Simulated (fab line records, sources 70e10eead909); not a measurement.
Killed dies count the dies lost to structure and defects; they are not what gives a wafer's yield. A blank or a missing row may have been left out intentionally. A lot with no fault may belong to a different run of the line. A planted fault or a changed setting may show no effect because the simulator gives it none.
Which tool did it? | flow nand-harc | 14 lots, 38 wafers sampled, at 5 steps of a route of 1302

## WHAT THE GAUGES READ, wafer by wafer
NHARC_END_SORT_01.
lot  | measured     | on        | killed-at-array | killed-at-other | killed-at-periphery | killed-dies | killed-open | killed-short
L108 | day 24 16:59 | prober-02 | 33 22 24        | 0 2 0           | 1 1 1               | 34 25 25    | 3 2 5       | 3 4 2
L110 | day 25 22:52 | prober-01 | 43 41 44        | 0 4 1           | 6 4 3               | 49 49 48    | 5 4 1       | 1 1 2
L111 | day 25 15:00 | prober-01 | 43 45 62        | 0 0 0           | 2 4 2               | 45 49 64    | 5 6 6       | 4 1 2
L113 | day 25 17:23 | prober-02 | 45 39 23        | 0 0 2           | 10 6 7              | 55 45 32    | 5 2 4       | 6 2 0
L114 | day 27 01:46 | prober-01 | 33 35 33        | 0 0 0           | 1 4 3               | 34 39 36    | 4 3 2       | 1 4 3
L116 | day 27 09:57 | prober-01 | 75 56 82        | 1 0 2           | 3 5 4               | 79 61 88    | 3 5 3       | 2 2 5
L118 | day 30 02:19 | prober-01 | 28              | 0               | 105                 | 133         | 2           | 2
L119 | day 29 09:49 | prober-02 | 20              | 4               | 97                  | 121         | 1           | 3
L125 | day 31 17:35 | prober-02 | 70 74 56        | 2 1 2           | 2 0 3               | 74 75 61    | 2 1 6       | 2 3 1
L127 | day 32 18:13 | prober-01 | 52 24 48        | 1 1 0           | 1 4 4               | 54 29 52    | 3 2 2       | 2 1 1
L128 | day 33 02:01 | prober-01 | 40 31 39        | 2 1 0           | 4 4 2               | 46 36 41    | 4 1 0       | 1 3 2
L129 | day 33 11:23 | prober-01 | 61 56 54        | 3 2 3           | 3 3 3               | 67 61 60    | 4 5 3       | 3 1 0
L130 | day 33 05:05 | prober-02 | 35 34 42        | 0 1 0           | 2 5 3               | 37 40 45    | 7 6 2       | 4 3 4
L131 | day 34 19:15 | prober-01 | 76 74 60        | 1 0 1           | 5 5 3               | 82 79 64    | 5 1 3       | 2 3 3

## WHICH TOOL RAN EACH LOT (tool, then ch and the chambers of the sampled wafers, then the start)
lot  | NHARC_P_CONTACT_DEP_00                     | NHARC_P_CONTACT_ETCH_35           | NHARC_P_CONTACT_ALD_22              | NHARC_P_CONTACT_CVD_23
L108 | pecvd-02 ch 0,1, day 5 21:38 or earlier    | rie-diel-08 ch 1,2, day 5 21:38   | ald-metal-02 ch 0,2,3, day 5 23:24  | cvd-w-01 ch 0,1, day 24 16:59 or earlier
L110 | pecvd-03 ch 1,2, day 6 18:41 or earlier    | rie-diel-08 ch 0,2,3, day 6 18:41 | ald-metal-03 ch 1,2,3, day 6 20:25  | cvd-w-01 ch 0,1, day 25 22:52 or earlier
L111 | pecvd-03 ch 1,2, day 7 06:11 or earlier    | rie-diel-11 ch 0,1,3, day 7 06:11 | ald-metal-03 ch 1,2, day 7 07:55    | cvd-w-01 ch 1, day 25 15:00 or earlier
L113 | pecvd-03 ch 0,1,2, day 7 21:33 or earlier  | rie-diel-11 ch 0,1, day 7 21:33   | ald-metal-01 ch 0,1, day 7 23:19    | cvd-w-01 ch 0,1, day 25 17:23 or earlier
L114 | pecvd-01 ch 0,2, day 8 12:40 or earlier    | rie-diel-08 ch 0,3, day 8 12:40   | ald-metal-01 ch 2,3, day 8 14:24    | cvd-w-02 ch 0,1, day 27 01:46 or earlier
L116 | pecvd-01 ch 1,2, day 9 07:41 or earlier    | rie-diel-06 ch 0,2,3, day 9 07:41 | ald-metal-02 ch 0,1,2, day 9 09:26  | cvd-w-02 ch 0,1, day 27 09:57 or earlier
L118 | pecvd-01 ch 1, day 10 04:11 or earlier     | rie-diel-06 ch 1, day 10 04:11    | ald-metal-02 ch 3, day 10 05:58     | cvd-w-02 ch 0, day 30 02:19 or earlier
L119 | pecvd-01 ch 2, day 10 08:55 or earlier     | rie-diel-06 ch 1, day 10 08:55    | ald-metal-03 ch 0, day 10 10:46     | cvd-w-01 ch 0, day 29 09:49 or earlier
L125 | pecvd-03 ch 0,1, day 13 03:34 or earlier   | rie-diel-08 ch 0,1, day 13 03:34  | ald-metal-02 ch 1,2, day 13 05:19   | cvd-w-02 ch 0,1, day 31 17:35 or earlier
L127 | pecvd-01 ch 0,1, day 13 18:35 or earlier   | rie-diel-06 ch 2,3, day 13 18:35  | ald-metal-01 ch 0,2,3, day 13 20:21 | cvd-w-01 ch 0, day 32 18:13 or earlier
L128 | pecvd-02 ch 1,2, day 14 11:03 or earlier   | rie-diel-08 ch 0,3, day 14 11:03  | ald-metal-03 ch 1,2,3, day 14 12:56 | cvd-w-02 ch 0,1, day 33 02:01 or earlier
L129 | pecvd-03 ch 0,1,2, day 14 13:58 or earlier | rie-diel-06 ch 2,3, day 14 13:58  | ald-metal-03 ch 0,3, day 14 15:42   | cvd-w-02 ch 0,1, day 33 11:23 or earlier
L130 | pecvd-03 ch 0,1,2, day 15 00:27 or earlier | rie-diel-08 ch 0,2, day 15 00:27  | ald-metal-01 ch 0,2,3, day 15 02:14 | cvd-w-01 ch 0,1, day 33 05:05 or earlier
L131 | pecvd-02 ch 1,2, day 15 12:59 or earlier   | rie-diel-06 ch 2,3, day 15 12:59  | ald-metal-02 ch 2,3, day 15 14:44   | cvd-w-02 ch 0,1, day 34 19:15 or earlier
- NHARC_P_CONTACT_DEP_00: deposits SiO2, target thk 500 nm.
- NHARC_P_CONTACT_ETCH_35: etches the open film in CF4, target depth 39 nm, time 65 s.
- NHARC_P_CONTACT_ALD_22: deposits TiN, target thk 3 nm, pulse time 1 s, ald cycles 150.
- NHARC_P_CONTACT_CVD_23: deposits W, target thk 200 nm, time 557 s.

## AS READ BY THE TOOLS THEMSELVES (means over the sampled wafers that have a number; for cases with no such wafer, the mark the record gives instead)
NHARC_P_CONTACT_DEP_00.
lot  | tool     | heater-power-w (W) | throttle-valve-pct (%)
L108 | pecvd-02 | 562                | 15.2
L110 | pecvd-03 | 481                | 15.9
L111 | pecvd-03 | 592                | 16.0
L113 | pecvd-03 | 506                | 16.0
L114 | pecvd-01 | 632                | 15.7
L116 | pecvd-01 | 458                | 15.7
L118 | pecvd-01 | 409                | 15.7
L119 | pecvd-01 | 590                | 15.3
L125 | pecvd-03 | 455                | 15.9
L127 | pecvd-01 | 477                | 16.0
L128 | pecvd-02 | 498                | 15.9
L129 | pecvd-03 | 532                | 16.0
L130 | pecvd-03 | 474                | 16.2
L131 | pecvd-02 | 562                | 16.2

NHARC_P_CONTACT_ETCH_35.
lot  | tool        | cf4-flow-sccm (sccm) | drypump-motor-current-A (A) | oes-product-au (a.u.) | rf-vpp-V (V) | showerhead-plenum-p-Torr (Torr) | throttle-valve-pct (%)
L108 | rie-diel-08 | 149.9                | 5.3                         | 1.010                 | 149.9        | 1.71                            | 13.280
L110 | rie-diel-08 | 149.9                | 5.7                         | 0.990                 | 151.2        | 1.76                            | 13.292
L111 | rie-diel-11 | 150.0                | 6.0                         | 1.002                 | 151.4        | 1.76                            | 13.281
L113 | rie-diel-11 | 149.8                | 5.8                         | 1.017                 | 152.3        | 1.76                            | 13.278
L114 | rie-diel-08 | 149.9                | 6.0                         | 0.995                 | 151.4        | 1.80                            | 13.280
L116 | rie-diel-06 | 150.2                | 5.4                         | 0.995                 | 150.8        | 1.72                            | 13.280
L118 | rie-diel-06 | 150.3                | 5.7                         | 0.997                 | 149.5        | 1.69                            | 13.273
L119 | rie-diel-06 | 150.2                | 5.8                         | 0.999                 | 150.4        | 1.69                            | 13.277
L125 | rie-diel-08 | 149.7                | 5.7                         | 1.000                 | 151.6        | 1.79                            | 13.291
L127 | rie-diel-06 | 149.9                | 5.9                         | 0.990                 | 150.2        | 1.73                            | 13.281
L128 | rie-diel-08 | 149.8                | 6.0                         | 1.001                 | 151.7        | 1.80                            | 13.288
L129 | rie-diel-06 | 149.9                | 5.9                         | 1.003                 | 150.5        | 1.73                            | 13.288
L130 | rie-diel-08 | 150.3                | 5.5                         | 1.002                 | 151.6        | 1.78                            | 13.273
L131 | rie-diel-06 | 149.6                | 5.9                         | 1.005                 | 151.0        | 1.73                            | 13.277

NHARC_P_CONTACT_ALD_22.
lot  | tool         | heater-power-w (W) | precursor-pulse-height-rel
L108 | ald-metal-02 | 1165               | 1.004
L110 | ald-metal-03 | 1012               | 0.982
L111 | ald-metal-03 | 1009               | 1.014
L113 | ald-metal-01 | 1067               | 0.974
L114 | ald-metal-01 | 1039               | 1.020
L116 | ald-metal-02 | 1121               | 1.011
L118 | ald-metal-02 | 1195               | 1.026
L119 | ald-metal-03 | 880                | 0.996
L125 | ald-metal-02 | 1094               | 1.015
L127 | ald-metal-01 | 1049               | 0.988
L128 | ald-metal-03 | 1034               | 1.005
L129 | ald-metal-03 | 981                | 0.996
L130 | ald-metal-01 | 1059               | 1.012
L131 | ald-metal-02 | 1148               | 1.002

NHARC_P_CONTACT_CVD_23.
lot  | tool     | heater-power-w (W) | mfc-h2-sccm (sccm) | throttle-valve-pct (%)
L108 | cvd-w-01 | 508                | 1601               | 7.82
L110 | cvd-w-01 | 503                | 1603               | 7.85
L111 | cvd-w-01 | 479                | 1598               | 8.11
L113 | cvd-w-01 | 507                | 1602               | 7.85
L114 | cvd-w-02 | 519                | 1600               | 7.81
L116 | cvd-w-02 | 513                | 1596               | 7.89
L118 | cvd-w-02 | 499                | 1604               | 8.01
L119 | cvd-w-01 | 538                | 1609               | 7.49
L125 | cvd-w-02 | 488                | 1604               | 7.76
L127 | cvd-w-01 | 550                | 1607               | 7.54
L128 | cvd-w-02 | 527                | 1599               | 7.78
L129 | cvd-w-02 | 491                | 1605               | 8.01
L130 | cvd-w-01 | 518                | 1599               | 7.79
L131 | cvd-w-02 | 525                | 1602               | 7.73

## THE ANSWER, worked out from the rows above alone
Rule: the lots themselves supply what counts as usual. The widest of any qualifying gaps counts: lots, ordered by their means at a reading, are off when they make up no more than a third of the lots, leave a main group of 4 or more, and stand apart from it by 3 or more times the standard deviation of that group's means. Not used: any main group whose means are identical at the precision the tables above print for the reading. Also off: a lot with no number at a reading for which 4 or more lots have one. Where the step has rows for the other lots, those lots are counted as sound. After the gauges, taken in route order, come the tools' own readings; for these a lot's mean is taken, as printed above. At the first step where some lot is off, the reading lying furthest off is the one used; lots without a number count as furthest.
Off, at NHARC_END_SORT_01 on killed-at-periphery: L118, L119. Main group: mean 3.4, sd 1.6.
A tool fits if, at a process step before that reading, it ran every lot that is off, and no sound lot after the first of them. The gauges at NHARC_END_SORT_01 are tried like those tools. With no start given for some of its lots, NHARC_P_CONTACT_DEP_00 uses the hours and lot order of NHARC_P_CONTACT_ETCH_35. With no start given for some of its lots, NHARC_P_CONTACT_CVD_23 uses the hours and lot order of NHARC_END_SORT_01. Not one of the candidates tried fits.

## WHAT WAS PUT IN BY THE SIMULATOR
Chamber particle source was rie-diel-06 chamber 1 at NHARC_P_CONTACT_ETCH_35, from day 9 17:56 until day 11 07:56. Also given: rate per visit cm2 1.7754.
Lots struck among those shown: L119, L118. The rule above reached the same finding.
